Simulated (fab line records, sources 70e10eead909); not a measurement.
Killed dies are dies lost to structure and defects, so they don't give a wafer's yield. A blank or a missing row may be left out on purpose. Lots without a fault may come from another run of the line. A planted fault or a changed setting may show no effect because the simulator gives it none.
Chamber matching | flow nand_harc | NHARC_A_CHANNEL_HOLE_D1_DESCUM_15 on rie_diel-08: 4 sister chambers
The step chemistry O2, time 3 s. 4 wafers are shown with their chamber, then 7 later ones without.

WAFERS WITH THEIR CHAMBER
wafer  | chamber | showerhead_plenum_p_Torr (Torr)
L606.4 | 2       | 1.89
L619.6 | 0       | 1.86
L620.2 | 3       | 1.98
L620.4 | 1       | 1.84

WAFERS WITHOUT THEIR CHAMBER
wafer  | showerhead_plenum_p_Torr (Torr)
L620.5 | 1.84
L621.2 | 1.84
L621.5 | 1.88
L621.6 | 1.98
L623.1 | 1.88
L623.4 | 1.84
L623.6 | 1.97

WHICH CHAMBER EACH WENT THROUGH
wafer  | from the rows above     | in truth
L620.5 | 1                       | 1
L621.2 | 1                       | 1
L621.5 | can't be placed: 2 or 0 | 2
L621.6 | 3                       | 3
L623.1 | can't be placed: 2 or 0 | 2
L623.4 | 1                       | 1
L623.6 | 3                       | 3
Placed correctly: 5 of 7. Can't be placed from these rows: 2 (the true chamber is among the candidates in 2). Placed wrongly: 0.
How it was worked out, from the rows above alone: a wafer's distance from a chamber is the root of the sum, over the readings, of the square of ((its reading less the chamber's mean) divided by the reading's scatter). The wafer belongs to the nearest chamber; if the next one is less than 2 further off, it can't be placed. A chamber's mean is the mean of its shown wafers. The scatter: with one shown wafer a chamber, the root of the mean of the squares of how far each hidden wafer lies from its nearest shown one.
